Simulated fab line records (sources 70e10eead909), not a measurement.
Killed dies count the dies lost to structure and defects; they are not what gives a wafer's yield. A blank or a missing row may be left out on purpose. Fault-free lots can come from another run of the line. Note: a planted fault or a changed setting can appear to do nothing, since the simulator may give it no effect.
Which tool was responsible? ; flow nand harc ; Sampling: 21 lots, 63 wafers, 6 of 1159 route steps

== WHAT EACH GAUGE READ, for each wafer ==
Not one reading of a measure or inspect step in the record can be checked against a usual standard deviation.

== EACH LOT AND THE TOOL THAT RAN IT (in order: tool; ch and the chambers of the sampled wafers; start) ==
lot;NHARC_A_STAIRCASE_ETCH_15;NHARC_A_STAIRCASE_ETCH_190;NHARC_A_STAIRCASE_TRIM_193;NHARC_A_STAIRCASE_DESCUM_219;NHARC_A_STAIRCASE_ETCH_223;NHARC_A_STAIRCASE_TRIM_233
L074;rie diel-13 ch 0,1,3, day 11 03:02 or earlier;rie diel-13 ch 0,3, day 11 03:02 or earlier;rie diel-13 ch 1,2,3, day 11 03:02 or earlier;rie diel-13 ch 2,3, day 11 03:02;rie diel-13 ch 2,3, no start;rie diel-13 ch 2,3, no start
L075;rie diel-13 ch 1,2,3, day 11 10:32 or earlier;rie diel-10 ch 1,3, day 11 10:32 or earlier;rie diel-10 ch 1,2, day 11 10:32 or earlier;rie diel-09 ch 0,3, day 11 10:32;rie diel-09 ch 1,2, no start;rie diel-09 ch 1,2, no start
L077;rie diel-09 ch 0,1,3, day 11 17:35 or earlier;rie diel-10 ch 1,2,3, day 11 17:35 or earlier;rie diel-10 ch 0,1,2, day 11 17:35 or earlier;rie diel-13 ch 0,2,3, day 11 17:35;rie diel-13 ch 0,2, no start;rie diel-13 ch 0,1,2, no start
L076;rie diel-13 ch 1,2,3, day 11 17:14 or earlier;rie diel-09 ch 0,3, day 11 17:14 or earlier;rie diel-09 ch 1,3, day 11 17:14 or earlier;rie diel-10 ch 1,3, day 11 17:14;rie diel-10 ch 0,2,3, no start;rie diel-13 ch 1,2,3, no start
L078;rie diel-09 ch 1,2,3, day 11 19:02 or earlier;rie diel-10 ch 0,1,3, day 11 19:02 or earlier;rie diel-10 ch 2,3, day 11 19:02 or earlier;rie diel-13 ch 1,2,3, day 11 19:02;rie diel-13 ch 2,3, no start;rie diel-10 ch 0,1, no start
L079;rie diel-09 ch 1,2,3, day 12 20:49 or earlier;rie diel-09 ch 0,1,3, day 12 20:49 or earlier;rie diel-09 ch 0,2,3, day 12 20:49 or earlier;rie diel-09 ch 0,1,3, day 12 20:49;rie diel-09 ch 0,1,3, no start;rie diel-10 ch 0,2,3, no start
L080;rie diel-10 ch 1,3, day 12 22:58 or earlier;rie diel-10 ch 1,2,3, day 12 22:58 or earlier;rie diel-10 ch 0,3, day 12 22:58 or earlier;rie diel-13 ch 0,2,3, day 12 22:58;rie diel-13 ch 1,2,3, no start;rie diel-09 ch 1,3, no start
L081;rie diel-09 ch 1,2,3, day 13 04:44 or earlier;rie diel-09 ch 0,1, day 13 04:44 or earlier;rie diel-09 ch 1,2, day 13 04:44 or earlier;rie diel-09 ch 2,3, day 13 04:44;rie diel-09 ch 0,3, no start;rie diel-10 ch 2,3, no start
L082;rie diel-09 ch 0,3, day 13 05:18 or earlier;rie diel-10 ch 1,2, day 13 05:18 or earlier;rie diel-10 ch 1,2, day 13 05:18 or earlier;rie diel-10 ch 0,1, day 13 05:18;rie diel-10 ch 0,2, no start;rie diel-09 ch 0,1,3, no start
L083;rie diel-13 ch 0,1,3, day 13 07:46 or earlier;rie diel-09 ch 1,2, day 13 07:46 or earlier;rie diel-09 ch 0,2, day 13 07:46 or earlier;rie diel-09 ch 1,2,3, day 13 07:46;rie diel-09 ch 0,1,3, no start;rie diel-09 ch 0,2,3, no start
L084;rie diel-09 ch 0,1,3, day 13 11:13 or earlier;rie diel-13 ch 0,1,2, day 13 11:13 or earlier;rie diel-13 ch 0,2,3, day 13 11:13 or earlier;rie diel-09 ch 0,1,3, day 13 11:13;rie diel-09 ch 0,1,3, no start;rie diel-09 ch 0,2,3, no start
L086;rie diel-13 ch 0,1, day 14 10:26 or earlier;rie diel-13 ch 1,2,3, day 14 10:26 or earlier;rie diel-13 ch 0,2,3, day 14 10:26 or earlier;rie diel-13 ch 0,2,3, day 14 10:26;rie diel-13 ch 0,1,3, no start;rie diel-13 ch 0,2,3, no start
L085;rie diel-10 ch 0,1,3, day 14 11:46 or earlier;rie diel-09 ch 2,3, day 14 11:46 or earlier;rie diel-09 ch 0,1,2, day 14 11:46 or earlier;rie diel-09 ch 1,2,3, day 14 11:46;rie diel-09 ch 0,2,3, no start;rie diel-09 ch 2,3, no start
L089;rie diel-10 ch 1,2,3, day 14 17:38 or earlier;rie diel-13 ch 0,1,3, day 14 17:38 or earlier;rie diel-13 ch 0,2, day 14 17:38 or earlier;rie diel-10 ch 0,2, day 14 17:38;rie diel-10 ch 0,1,3, no start;rie diel-09 ch 1,2, no start
L088;rie diel-09 ch 0,1,3, day 14 18:13 or earlier;rie diel-10 ch 1,2,3, day 14 18:13 or earlier;rie diel-10 ch 0,2,3, day 14 18:13 or earlier;rie diel-09 ch 1,2,3, day 14 18:13;rie diel-09 ch 0,2,3, no start;rie diel-10 ch 0,1,2, no start
L090;rie diel-09 ch 0,1,2, day 15 00:50 or earlier;rie diel-10 ch 0,3, day 15 00:50 or earlier;rie diel-10 ch 0,1, day 15 00:50 or earlier;rie diel-13 ch 0,1,3, day 15 00:50;rie diel-13 ch 0,2, no start;rie diel-10 ch 1,2, no start
L094;rie diel-13 ch 1,2,3, day 15 14:43 or earlier;rie diel-13 ch 1,2, day 15 14:43 or earlier;rie diel-13 ch 0,1, day 15 14:43 or earlier;rie diel-13 ch 0,1,2, day 15 14:43;rie diel-13 ch 0,1,3, no start;rie diel-13 ch 0,1,2, no start
L093;rie diel-10 ch 0,2,3, day 15 19:28 or earlier;rie diel-13 ch 0,2,3, day 15 19:28 or earlier;rie diel-13 ch 0,2,3, day 15 19:28 or earlier;rie diel-09 ch 0,2,3, day 15 19:28;rie diel-09 ch 1,2,3, no start;rie diel-09 ch 1,2,3, no start
L091;rie diel-10 ch 1,2,3, day 15 20:55 or earlier;rie diel-09 ch 1,2,3, day 15 20:55 or earlier;rie diel-09 ch 0,3, day 15 20:55 or earlier;rie diel-09 ch 2,3, day 15 20:55;rie diel-09 ch 0,3, no start;rie diel-09 ch 0,1,2, no start
L096;rie diel-13 ch 1,2, day 16 06:26 or earlier;rie diel-13 ch 0,1, day 16 06:26 or earlier;rie diel-13 ch 2,3, day 16 06:26 or earlier;rie diel-10 ch 0,2, day 16 06:26;rie diel-10 ch 0,1,2, no start;rie diel-10 ch 1,2,3, no start
L097;rie diel-09 ch 2,3, day 17 05:06 or earlier;rie diel-09 ch 0,1,3, day 17 05:06 or earlier;rie diel-09 ch 2,3, day 17 05:06 or earlier;rie diel-09 ch 2,3, day 17 05:06;rie diel-09 ch 0,1,2, no start;rie diel-09 ch 1,2, no start
- NHARC_A_STAIRCASE_ETCH_15: etches the open film in C4F8/O2, target depth 100 nm, time 40.5 s.
- NHARC_A_STAIRCASE_ETCH_190: etches the open film in C4F8/O2, target depth 100 nm, time 40.5 s.
- NHARC_A_STAIRCASE_TRIM_193: chemistry O2, time 211.2 s.
- NHARC_A_STAIRCASE_DESCUM_219: chemistry O2, time 3 s.
- NHARC_A_STAIRCASE_ETCH_223: etches the open film in C4F8/O2, target depth 100 nm, time 40.5 s.
- NHARC_A_STAIRCASE_TRIM_233: chemistry O2, time 211.2 s.

== AS READ BY THE TOOLS THEMSELVES (means over the sampled wafers that have a number; for cases with no such wafer, the mark the record gives instead) ==
NHARC_A_STAIRCASE_ETCH_15.
lot;tool;chamber pressure mTorr (mTorr);oes product au (a.u.);rf vpp V (V)
L074;rie diel-13;24.991;0.953;895
L075;rie diel-13;25.001;0.956;893
L077;rie diel-09;25.013;0.955;893
L076;rie diel-13;24.989;0.947;893
L078;rie diel-09;25.004;0.938;889
L079;rie diel-09;24.994;0.946;889
L080;rie diel-10;24.996;0.946;899
L081;rie diel-09;25.010;0.946;890
L082;rie diel-09;25.018;0.936;895
L083;rie diel-13;24.987;0.948;895
L084;rie diel-09;25.031;0.950;892
L086;rie diel-13;24.978;0.948;896
L085;rie diel-10;24.971;0.938;896
L089;rie diel-10;24.968;0.933;896
L088;rie diel-09;24.971;0.949;893
L090;rie diel-09;25.005;0.952;892
L094;rie diel-13;24.999;0.937;893
L093;rie diel-10;25.014;0.934;892
L091;rie diel-10;24.980;0.934;896
L096;rie diel-13;25.000;0.950;893
L097;rie diel-09;25.004;0.924;888

NHARC_A_STAIRCASE_ETCH_190.
lot;tool;chamber pressure mTorr (mTorr);oes product au (a.u.);rf vpp V (V)
L074;rie diel-13;25.009;0.954;896
L075;rie diel-10;25.000;0.940;898
L077;rie diel-10;24.988;0.946;896
L076;rie diel-09;25.001;0.946;894
L078;rie diel-10;25.001;0.933;896
L079;rie diel-09;24.989;0.955;893
L080;rie diel-10;24.997;0.953;896
L081;rie diel-09;24.976;0.939;894
L082;rie diel-10;25.008;0.933;898
L083;rie diel-09;25.023;0.933;890
L084;rie diel-13;24.994;0.942;893
L086;rie diel-13;25.002;0.942;893
L085;rie diel-09;24.989;0.936;889
L089;rie diel-13;25.015;0.939;895
L088;rie diel-10;25.012;0.944;895
L090;rie diel-10;25.018;0.925;892
L094;rie diel-13;25.018;0.933;891
L093;rie diel-13;24.999;0.949;894
L091;rie diel-09;24.994;0.944;889
L096;rie diel-13;25.012;0.934;894
L097;rie diel-09;25.008;0.942;892

NHARC_A_STAIRCASE_TRIM_193.
lot;tool;chamber pressure mTorr (mTorr);drypump motor current A (A);oes product au (a.u.);rf vpp V (V);showerhead plenum p Torr (Torr);throttle valve pct (%)
L074;rie diel-13;60.02;6.3;1.012;57.7;3.45;17.032
L075;rie diel-10;59.99;5.3;0.994;58.8;3.60;17.042
L077;rie diel-10;60.03;5.4;1.006;57.0;3.51;17.032
L076;rie diel-09;60.04;6.5;1.007;57.3;3.36;17.024
L078;rie diel-10;59.95;5.3;1.000;58.1;3.44;17.038
L079;rie diel-09;59.96;6.3;0.999;56.8;3.42;17.040
L080;rie diel-10;60.01;5.8;1.009;57.9;3.47;17.026
L081;rie diel-09;59.98;6.4;1.000;57.8;3.37;17.030
L082;rie diel-10;59.95;5.2;0.992;57.8;3.50;17.030
L083;rie diel-09;59.99;5.9;0.991;57.9;3.49;17.033
L084;rie diel-13;59.98;6.0;1.002;57.5;3.45;17.047
L086;rie diel-13;59.98;5.9;1.001;57.6;3.45;17.036
L085;rie diel-09;59.99;6.1;0.986;58.2;3.43;17.040
L089;rie diel-13;59.97;5.8;1.003;58.6;3.47;17.037
L088;rie diel-10;60.02;5.5;0.995;57.1;3.43;17.040
L090;rie diel-10;60.01;5.6;0.992;57.9;3.49;17.029
L094;rie diel-13;59.99;6.3;0.997;57.1;3.49;17.032
L093;rie diel-13;60.02;5.9;0.996;57.7;3.44;17.039
L091;rie diel-09;59.97;6.3;1.000;57.7;3.39;17.043
L096;rie diel-13;59.93;6.0;0.995;57.1;3.38;17.040
L097;rie diel-09;60.00;6.5;0.999;57.0;3.33;17.040

NHARC_A_STAIRCASE_DESCUM_219.
lot;tool;chamber pressure mTorr (mTorr);drypump motor current A (A);oes product au (a.u.);rf vpp V (V);showerhead plenum p Torr (Torr);throttle valve pct (%)
L074;rie diel-13;59.99;6.0;1.019;57.2;1.84;11.317
L075;rie diel-09;60.02;5.9;1.009;57.5;1.89;11.318
L077;rie diel-13;59.97;5.9;1.009;57.1;1.87;11.319
L076;rie diel-10;59.97;5.7;1.008;57.5;1.94;11.311
L078;rie diel-13;60.03;6.2;1.011;57.4;1.86;11.319
L079;rie diel-09;60.02;6.1;0.999;57.0;1.86;11.321
L080;rie diel-13;59.96;5.9;1.003;56.7;1.87;11.314
L081;rie diel-09;59.94;6.5;0.986;57.3;1.81;11.307
L082;rie diel-10;60.03;5.5;0.999;58.4;1.95;11.316
L083;rie diel-09;59.97;6.4;1.000;56.7;1.82;11.311
L084;rie diel-09;59.99;6.1;1.004;58.1;1.86;11.306
L086;rie diel-13;60.00;5.9;1.011;56.7;1.86;11.314
L085;rie diel-09;59.99;6.4;1.000;57.5;1.81;11.304
L089;rie diel-10;59.99;5.5;0.993;58.1;1.83;11.308
L088;rie diel-09;59.99;6.4;1.005;57.2;1.81;11.303
L090;rie diel-13;60.04;6.2;1.010;57.9;1.89;11.318
L094;rie diel-13;59.98;6.1;0.993;57.7;1.87;11.315
L093;rie diel-09;60.06;6.2;0.993;57.1;1.84;11.303
L091;rie diel-09;60.00;6.5;0.996;57.4;1.80;11.311
L096;rie diel-10;59.95;5.5;0.980;57.8;1.83;11.319
L097;rie diel-09;60.01;6.5;1.000;57.1;1.80;11.319

NHARC_A_STAIRCASE_ETCH_223.
lot;tool;chamber pressure mTorr (mTorr);oes product au (a.u.);rf vpp V (V)
L074;rie diel-13;25.002;0.951;893
L075;rie diel-09;25.010;0.936;890
L077;rie diel-13;24.993;0.953;892
L076;rie diel-10;24.990;0.940;892
L078;rie diel-13;25.057;0.936;894
L079;rie diel-09;25.005;0.936;892
L080;rie diel-13;24.988;0.949;893
L081;rie diel-09;25.016;0.941;894
L082;rie diel-10;24.990;0.950;892
L083;rie diel-09;25.005;0.953;891
L084;rie diel-09;24.983;0.959;892
L086;rie diel-13;25.017;0.951;895
L085;rie diel-09;25.013;0.943;892
L089;rie diel-10;24.992;0.954;896
L088;rie diel-09;25.022;0.940;892
L090;rie diel-13;24.987;0.948;894
L094;rie diel-13;24.979;0.939;895
L093;rie diel-09;25.019;0.928;889
L091;rie diel-09;24.986;0.937;891
L096;rie diel-10;24.983;0.942;895
L097;rie diel-09;24.984;0.935;892

NHARC_A_STAIRCASE_TRIM_233.
lot;tool;chamber pressure mTorr (mTorr);drypump motor current A (A);oes product au (a.u.);rf vpp V (V);showerhead plenum p Torr (Torr);throttle valve pct (%)
L074;rie diel-13;60.02;6.0;1.013;57.5;3.41;17.036
L075;rie diel-09;60.04;6.3;0.999;56.6;3.39;17.044
L077;rie diel-13;60.00;6.1;1.012;57.2;3.46;17.037
L076;rie diel-13;59.96;6.2;1.005;57.9;3.44;17.036
L078;rie diel-10;60.00;5.6;1.005;57.8;3.50;17.036
L079;rie diel-10;59.95;5.5;0.990;57.1;3.43;17.041
L080;rie diel-09;60.00;6.3;1.008;57.6;3.38;17.031
L081;rie diel-10;59.98;5.3;0.998;56.9;3.43;17.042
L082;rie diel-09;59.99;6.2;1.004;58.2;3.43;17.037
L083;rie diel-09;60.01;6.2;0.997;57.6;3.41;17.043
L084;rie diel-09;60.00;6.2;0.997;57.4;3.41;17.036
L086;rie diel-13;60.03;5.9;1.002;57.8;3.45;17.043
L085;rie diel-09;60.00;6.5;0.991;58.2;3.34;17.039
L089;rie diel-09;60.03;6.4;0.987;57.2;3.36;17.032
L088;rie diel-10;60.02;5.4;0.996;58.1;3.49;17.039
L090;rie diel-10;59.97;5.2;1.001;57.3;3.49;17.030
L094;rie diel-13;59.96;6.1;1.006;58.1;3.45;17.042
L093;rie diel-09;60.00;6.4;1.001;57.4;3.34;17.044
L091;rie diel-09;60.00;6.1;0.994;57.9;3.42;17.038
L096;rie diel-10;60.01;5.4;1.004;58.0;3.52;17.035
L097;rie diel-09;59.98;6.4;0.996;56.9;3.35;17.039

== THE ANSWER, worked out from the rows above alone ==
Rule: the lots themselves supply what counts as usual. The widest of any qualifying gaps counts: lots, ordered by their means at a reading, are off when they make up no more than a third of the lots, leave a main group of 4 or more, and stand apart from it by 3 or more times the standard deviation of that group's means. The tables above print the reading to a certain number of digits; a main group whose means all agree to those digits is not used. A lot without any number at a reading at which 4 lots or more have one is off too. Any other lot the step has rows for is counted as sound. The gauges are gone through in route order, then the tools' own readings, and for those a lot's mean is taken as printed above. At the first step where some lot is off, the reading lying furthest off is the one used; lots without a number count as furthest.
Across all readings shown, no lot is off: no conclusion can be drawn from this.

== WHAT THE SIMULATOR HAD INSERTED ==
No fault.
